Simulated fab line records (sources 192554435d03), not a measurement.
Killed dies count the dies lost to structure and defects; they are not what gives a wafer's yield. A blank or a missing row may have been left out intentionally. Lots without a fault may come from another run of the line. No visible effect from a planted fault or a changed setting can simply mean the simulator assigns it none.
fab line records	flow n5Finfet
record: lots: 7	wafers: 20	lastDay: 17
route steps=1938 shown BEOL_M1@821 BEOL_M4@1111 PASSIVATION@1936
lots with no fault: from the same line, run without faults
startH: hours from the record's opening day to when the first of the lot's shown wafers began	waitH: hours from the lot's prior step to this one	" same as the row above	L1.1+2: a row that stands for several wafers	- value missing, or start not given	* or withheld: withheld	< > ~ a bound
route shown NAME@n: names a module that has steps shown in the file, with the first one's number in the route	usual: mean and standard deviation over wafers with no fault	same: alike in all rows	chamber/n: place in a boat	sites: readings site by site	_std_site: standard deviation across them	_edge_site: inner sites' mean taken away from outer sites' mean	radiusMm: for every site, how far away it sits from the centre of the wafer	mask NAME#n: copy n	behind: tool/chamber where the wafer was last shaped	hold: the reason the lot was held/the length of the hold in hours/how it ended	device: whichever transistor did not switch (one of n, p or np)	end of line: the route-end tests of the same wafers	a step without rows: its recipe alone	killed: not the wafer's yield, but the dies lost to structure and defects at the first sort	map: per-die view of a wafer (x killed, . not killed, _ where there is no die)
set.NAME: the setting as run; set.NAME@STEP: as run at that earlier step	model.NAME: the simulator's own value behind a step, which no gauge read
lots seen at some steps along the route; tables by step, rows by wafer
services: the hour from which a tool's chamber was out of use, counted from the record's first day as startH (under 0 if before that day), plus the number of hours and why
== steps ==
step: N5_BEOL_M1_ANNEAL_87
recipe: tempC: 400	timeS: 240	ambient: vacuum
step: N5_BEOL_M1_SPUTTER_88
recipe: material: Cu	targetThkA: 45	tempC: -20	chamberPressurePa: 0.07	powerW: withheld	timeS: 8.29
usual: chamberPressurePa: 0.06998/0.00015	throttleValvePct: 29.5/1.1
lot.wafer	tool	chamber	startH	waitH	chamberPressurePa	throttleValvePct
L442.1	pvdSputter-02	-	140.33	0.1	0.06957	30.4
L442.2	"	-	"	"	0.06988	31.2
L442.6	"	-	"	"	0.06989	31.1
L444.2	pvdSputter-01	-	148.93	0.1	0.07011	27.8
L444.3	"	-	"	"	0.06993	30.6
L444.5	"	-	"	"	0.0701	29.4
L447.3	pvdSputter-01	-	177.39	0.1	0.07028	27.5
L447.5	"	-	"	"	0.0701	30.1
L450.3	pvdSputter-03	-	184.74	0.1	0.06991	31.3
L450.4	"	-	"	"	0.07003	28.8
L450.5	"	-	"	"	0.06998	28.7
L456.1	pvdSputter-01	-	227.28	0.1	0.07005	28.0
L456.2	"	-	"	"	0.06997	28.0
L456.4	"	-	"	"	0.06968	30.7
L458.1	pvdSputter-02	-	238.34	0.1	0.06992	30.2
L458.4	"	-	"	"	0.06993	30.3
L458.5	"	-	"	"	0.06989	30.3
L462.1	pvdSputter-03	-	253.44	0.1	0.06995	30.9
L462.5	"	-	"	"	0.07008	28.5
L462.6	"	-	"	"	0.07024	28.6
step: N5_BEOL_M1_ANNEAL_89
recipe: tempC: 400	timeS: 240	ambient: vacuum
step: N5_BEOL_M1_SPUTTER_90
recipe: material: Cu	targetThkA: 45	tempC: -20	chamberPressurePa: 0.07	powerW: withheld	timeS: 8.29
usual: chamberPressurePa: 0.07002/0.00013	throttleValvePct: 29.4/1.1
lot.wafer	tool	chamber	startH	waitH	chamberPressurePa	throttleValvePct
L442.1	pvdSputter-02	-	140.55	0.1	0.06998	30.2
L442.2	"	-	"	"	0.07015	31.3
L442.6	"	-	"	"	0.07004	31.1
L444.2	pvdSputter-01	-	149.15	0.1	0.06995	27.5
L444.3	"	-	"	"	0.07012	30.8
L444.5	"	-	"	"	0.06991	29.1
L447.3	pvdSputter-01	-	177.61	0.1	0.07009	27.6
L447.5	"	-	"	"	0.07018	30.5
L450.3	pvdSputter-03	-	184.96	0.1	0.07002	31.0
L450.4	"	-	"	"	0.07005	28.7
L450.5	"	-	"	"	0.07002	28.7
L456.1	pvdSputter-01	-	227.50	0.1	0.07012	27.7
L456.2	"	-	"	"	0.07002	27.6
L456.4	"	-	"	"	0.07014	30.4
L458.1	pvdSputter-02	-	238.56	0.1	0.07018	29.9
L458.4	"	-	"	"	0.07005	30.3
L458.5	"	-	"	"	0.06995	30.3
L462.1	pvdSputter-03	-	253.66	0.1	0.07002	31.2
L462.5	"	-	"	"	0.07024	28.6
L462.6	"	-	"	"	0.07	28.4
step: N5_BEOL_M1_ANNEAL_91
recipe: tempC: 400	timeS: 240	ambient: vacuum
usual: heaterPowerW: 825/56
lot.wafer	tool	chamber	startH	waitH	heaterPowerW
L442.1	pvdSputter-02	-	140.63	0.0	778
L442.2	"	-	"	"	756
L442.6	"	-	"	"	769
L444.2	pvdSputter-01	-	149.23	0.0	852
L444.3	"	-	"	"	872
L444.5	"	-	"	"	797
L447.3	pvdSputter-01	-	177.69	0.0	851
L447.5	"	-	"	"	886
L450.3	pvdSputter-03	-	185.04	0.0	987
L450.4	"	-	"	"	811
L450.5	"	-	"	"	846
L456.1	pvdSputter-01	-	227.58	0.0	758
L456.2	"	-	"	"	826
L456.4	"	-	"	"	862
L458.1	pvdSputter-02	-	238.64	0.0	844
L458.4	"	-	"	"	757
L458.5	"	-	"	"	773
L462.1	pvdSputter-03	-	253.74	0.0	993
L462.5	"	-	"	"	755
L462.6	"	-	"	"	828
step: N5_BEOL_M1_SPUTTER_92
recipe: material: Cu	targetThkA: 45	tempC: -20	chamberPressurePa: 0.07	powerW: withheld	timeS: 8.29
step: N5_BEOL_M1_ANNEAL_93
recipe: tempC: 400	timeS: 240	ambient: vacuum
step: N5_BEOL_M1_SPUTTER_94
recipe: material: Cu	targetThkA: 45	tempC: -20	chamberPressurePa: 0.07	powerW: withheld	timeS: 8.29
usual: chamberPressurePa: 0.06999/0.00014	throttleValvePct: 29.4/1.1
lot.wafer	tool	chamber	startH	waitH	chamberPressurePa	throttleValvePct
L442.1	pvdSputter-02	-	140.99	0.1	0.06999	30.1
L442.2	"	-	"	"	0.07018	31.0
L442.6	"	-	"	"	0.07017	31.2
L444.2	pvdSputter-01	-	149.59	0.1	0.07003	27.7
L444.3	"	-	"	"	0.06987	30.4
L444.5	"	-	"	"	0.0699	29.2
L447.3	pvdSputter-01	-	178.05	0.1	0.07007	27.8
L447.5	"	-	"	"	0.07004	30.5
L450.3	pvdSputter-03	-	185.40	0.1	0.06994	31.0
L450.4	"	-	"	"	0.07013	28.6
L450.5	"	-	"	"	0.06989	28.8
L456.1	pvdSputter-01	-	227.94	0.1	0.06981	28.0
L456.2	"	-	"	"	0.06983	27.6
L456.4	"	-	"	"	0.07008	30.7
L458.1	pvdSputter-02	-	239.00	0.1	0.07002	30.2
L458.4	"	-	"	"	0.07015	30.1
L458.5	"	-	"	"	0.07016	30.5
L462.1	pvdSputter-03	-	254.10	0.1	0.07036	30.7
L462.5	"	-	"	"	0.0701	28.9
L462.6	"	-	"	"	0.06975	28.8
step: N5_BEOL_M1_ANNEAL_95
recipe: tempC: 400	timeS: 240	ambient: vacuum
usual: heaterPowerW: 827/56
lot.wafer	tool	chamber	startH	waitH	heaterPowerW
L442.1	pvdSputter-02	-	141.07	0.0	759
L442.2	"	-	"	"	776
L442.6	"	-	"	"	754
L444.2	pvdSputter-01	-	149.67	0.0	847
L444.3	"	-	"	"	873
L444.5	"	-	"	"	822
L447.3	pvdSputter-01	-	178.13	0.0	851
L447.5	"	-	"	"	888
L450.3	pvdSputter-03	-	185.48	0.0	973
L450.4	"	-	"	"	814
L450.5	"	-	"	"	880
L456.1	pvdSputter-01	-	228.02	0.0	786
L456.2	"	-	"	"	834
L456.4	"	-	"	"	862
L458.1	pvdSputter-02	-	239.08	0.0	849
L458.4	"	-	"	"	774
L458.5	"	-	"	"	785
L462.1	pvdSputter-03	-	254.18	0.0	988
L462.5	"	-	"	"	757
L462.6	"	-	"	"	796
step: N5_BEOL_M1_SPUTTER_96
recipe: material: Cu	targetThkA: 45	tempC: -20	chamberPressurePa: 0.07	powerW: withheld	timeS: 8.29
step: N5_BEOL_M1_ECD_50
recipe: material: Cu	targetThkA: 3000
step: N5_BEOL_M1_ANNEAL_51
recipe: tempC: 225	timeS: 90	ambient: N2
step: N5_BEOL_M1_CMP_52
recipe: stopOn: SiOC	tOverpolishS: 6.8	downForcePsi: 1	platenRpm: 50	clearingPlatenDownForcePsi: 1.5	clearingPlatenRpm: 50	postCmpClean: cuAlkaline	targetThkNm: 40	clearingPlatenPadVelocityMS: 0.99484	padVelocityMS: 0.99484
usual: barrierFieldEndpointS: 24.4/0.57	headPressurePsi: 1.0000/0.0023	motorCurrentA: 6.0/0.66	overpolishRunS: 6.800/0.0087	slurryFlowMlMin: 149.9/0.41	timeToEndpointS: 61/3.1
lot.wafer	tool	chamber	startH	waitH	barrierFieldEndpointS	headPressurePsi	motorCurrentA	overpolishRunS	slurryFlowMlMin	timeToEndpointS	model.Cu_of_BEOL_M1_ECD_50.thkNm
L442.2	cmp-01	0	142.01	0.4	24.2	0.9969	5.2	6.811	150.5	58	38
L442.1	"	1	"	"	24.4	0.9998	6.1	6.783	149.7	61	37.2
L442.6	"	0	"	"	25.1	0.9980	5.4	6.807	150.4	60	38.8
L444.3	cmp-01	3	150.30	0.2	14.1	1.0008	6.4	6.787	149.8	35	38.8
L444.2	"	2	"	"	24.5	0.9994	6.6	6.790	150.1	60	38.2
L444.5	"	3	"	"	25.5	0.9989	6.2	6.802	149.8	66	41.6
L447.3	cmp-01	1	179.57	0.2	13.0	1.0003	6.0	6.809	150.0	32	36.2
L447.5	"	1	"	"	24.4	1.0002	6.1	6.798	149.8	59	38.4
L450.3	cmp-01	3	188.94	0.2	14.0	1.0018	6.3	6.803	149.0	34	36.6
L450.4	"	2	"	"	23.8	0.9988	6.4	6.790	149.3	58	40.6
L450.5	"	0	"	"	24.7	0.9969	5.3	6.804	149.7	61	41.4
L456.2	cmp-04	1	228.65	0.2	24.7	0.9965	5.9	6.814	150.4	65	39.2
L456.1	"	2	"	"	25.0	0.9987	6.1	6.791	150.0	65	39
L456.4	"	0	"	"	24.7	0.9982	6.9	6.799	150.3	60	40.8
L458.4	cmp-04	3	239.75	0.2	23.9	0.9993	6.2	6.797	149.2	57	41.6
L458.1	"	1	"	"	24.7	1.0008	5.6	6.813	149.8	60	41.8
L458.5	"	3	"	"	23.8	0.9997	6.0	6.788	149.8	57	42
L462.1	cmp-01	0	254.81	0.3	23.6	0.9992	5.4	6.810	149.9	55	39
L462.5	"	0	"	"	24.0	0.9988	5.5	6.791	148.7	58	40.4
L462.6	"	1	"	"	23.4	1.0011	6.2	6.796	149.7	60	40.6
step: N5_BEOL_M4_RC_MEAS_101
usual: DIBL_N: 35.8/1.8	DIBL_P: 35.9/2.2	IOFF_N: 0.16/0.035	IOFF_P: 0.21/0.04	ION_N: 672/11	ION_P: 461/7.4	SS_N: 71.4/0.64	SS_P: 73.2/0.67	VT_N: 250/3.5	VT_P: -251/3.4
lot.wafer	tool	chamber	startH	waitH	DIBL_N[mV/V]	DIBL_P[mV/V]	IOFF_N[nA/um]	IOFF_P[nA/um]	ION_N[uA/um]	ION_P[uA/um]	SS_N[mV/dec]	SS_P[mV/dec]	VT_N[mV]	VT_P[mV]
L442.1	prober-01	0	183.10	0.0	34.2	35.4	0.17	0.23	678	466	71.7	73.4	246	-246
L442.2	"	0	"	"	36.1	37.3	0.19	0.24	678	467	72.5	73.3	247	-248
L442.6	"	0	"	"	35.5	36.5	0.19	0.24	685	472	71.4	72.6	246	-247
L444.2	prober-02	0	183.59	0.2	31.9	29.9	0.10	0.15	648	449	70.3	72.2	257	-255
L444.3	"	0	"	"	36.8	36.2	0.18	0.24	679	465	71.6	73.2	249	-249
L444.5	"	0	"	"	36.0	36.3	0.17	0.23	674	466	71.3	72.9	249	-247
L447.3	prober-01	0	217.14	0.3	34.8	36.6	0.13	0.18	655	452	70.9	73.0	254	-256
L447.5	"	0	"	"	32.6	33.9	0.10	0.14	654	451	70.8	71.8	254	-256
L450.3	prober-01	0	218.83	0.3	39.5	39.7	0.23	0.26	674	458	73.1	74.3	246	-246
L450.4	"	0	"	"	37.6	38.1	0.19	0.24	679	464	71.7	74.0	248	-248
L450.5	"	0	"	"	37.3	38.0	0.19	0.25	679	461	72.2	74.4	247	-246
L458.1	prober-01	0	273.36	0.0	35.3	34.5	0.14	0.15	674	447	70.9	72.8	252	-259
L458.4	"	0	"	"	35.0	34.2	0.13	0.15	663	447	70.7	72.6	256	-260
L458.5	"	0	"	"	33.5	32.8	0.11	0.13	656	444	70.4	73.1	256	-258
L456.1	prober-02	0	277.06	0.0	36.2	35.9	0.17	0.25	686	473	71.5	72.7	247	-246
L456.2	"	0	"	"	38.5	39.0	0.22	0.31	691	479	71.3	74.1	244	-243
L456.4	"	0	"	"	36.6	37.0	0.18	0.28	687	475	71.2	73.1	246	-245
L462.1	prober-01	0	287.79	0.0	30.4	29.3	0.08	0.11	638	447	69.6	72.1	261	-257
L462.5	"	0	"	"	33.8	33.5	0.11	0.15	665	456	71.1	73.0	253	-256
L462.6	"	0	"	"	38.0	38.3	0.19	0.23	689	467	71.5	74.1	247	-249
step: N5_PASSIVATION_PROBE_49
usual: defectLimitedYield: 91.0/1.5	killed_at_M0_to_M3: 34/9.1	killed_at_M4_up: 14/5.7	killedAtContacts: 13/5.7	killedAtFrontEnd: 42/12	killedAtOther: 4/3.4	killedDies: 106/17	killedOpen: 70/13	killedShort: 34/7.5	sort_bin_5_function: 5.2/0.94	sort_bin_6_memory: 3.4/0.69	sort_bin_8_speed: 0.00/0.029	sortNPass: 1074/17	sortYieldPct: 91.0/1.5
same: grossDies: 1180	killedAtBackSide: 0	sort_bin_4_leakage[%]: 0
lot.wafer	tool	chamber	startH	waitH	defectLimitedYield[%]	killed_at_M0_to_M3	killed_at_M4_up	killedAtContacts	killedAtFrontEnd	killedAtOther	killedDies	killedOpen	killedShort	sort_bin_5_function[%]	sort_bin_6_memory[%]	sort_bin_8_speed[%]	sortNPass	sortYieldPct[%]
L458.1	prober-01	-	368.38	0.0	90.1	29	5	18	62	3	117	72	44	5.7	4.0	0	1063	90.1
L458.4	prober-01	-	368.53	0.2	89.0	43	17	16	52	2	130	78	44	6.4	3.5	0	1050	89.0
L458.5	prober-01	-	368.58	0.2	92.4	27	13	9	36	5	90	56	33	4.5	2.6	0	1090	92.4
killed by level:class
L458.1 STI_FIN_REVEAL:geometricParticle:open=14 MOL_CONTACT_COAG:geometricParticle:open=12 FIN_SAQP:geometricParticle:short=7 BEOL_M0_SAQP:geometricParticle:short=7 GATE_CUT:geometricParticle:short=6 MOL_CONTACT_COAG:geometricParticle:short=6 BEOL_M0_SAQP:geometricParticle:open=5 BEOL_M3:geometricParticle:open=5
L458.4 MOL_CONTACT_COAG:geometricParticle:open=13 BEOL_M3:geometricParticle:open=11 BEOL_M0_SAQP:geometricParticle:open=10 FIN_SAQP:geometricParticle:short=9 STI_FIN_REVEAL:geometricParticle:open=7 GATE_CUT:geometricParticle:short=6 BEOL_M0_SAQP:geometricParticle:short=6 HKMG_FIN:areaEtch=6
L458.5 FIN_SAQP:geometricParticle:open=8 BEOL_M0_SAQP:geometricParticle:short=8 GATE_CUT:geometricParticle:short=7 MOL_CONTACT_COAG:geometricParticle:open=6 BEOL_M0_SAQP:geometricParticle:open=5 STI_FIN_REVEAL:geometricParticle:open=4 BEOL_M5:geometricParticle:open=4 DUMMY_GATE:geometricParticle:open=3
== services ==
tool	chamber	startH	hours	kind
cmp-04	-	122.84	4.0	pm
cmp-04	-	126.84	-	consumableReplace:conditioner
cmp-04	-	126.84	-	consumableReplace:pad
cmp-04	-	155.45	0.7	repair
cmp-01	-	173.70	4.0	pm
cmp-01	-	177.70	-	consumableReplace:conditioner
cmp-01	-	177.70	-	consumableReplace:pad
cmp-04	-	181.53	0.9	repair
cmp-01	-	190.44	1.3	repair
cmp-04	-	197.17	5.3	pm
cmp-04	-	219.11	0.3	repair
cmp-04	-	241.20	14.3	repair
== key ==
firstSign: step: N5_BEOL_M1_CMP_52	reading: barrierFieldEndpointS	direction: down	sigmas: 19	usual: 24.4	struck: 13.7
effect: step: N5_BEOL_M1_CMP_52	reading: timeToEndpointS	direction: down	sigmas: 8.8	usual: *	struck: *
modelEffect: step: N5_BEOL_M1_CMP_52	value: Cu_of_BEOL_M1_ECD_50.thkNm	without: 39.6	struck: 37.2
metAt N5_BEOL_M1_CMP_52
struckWafers L444.3,L447.3,L450.3
onsetBetween 142.01 150.30
fault: kind: processParameterDrift	tool: cmp-01	chamber: -	onsetH: 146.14	steps: N5_BEOL_M1_CMP_52	channel: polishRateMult	offset: 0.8	shape: step	endH: 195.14	scope: struckWafersOnly
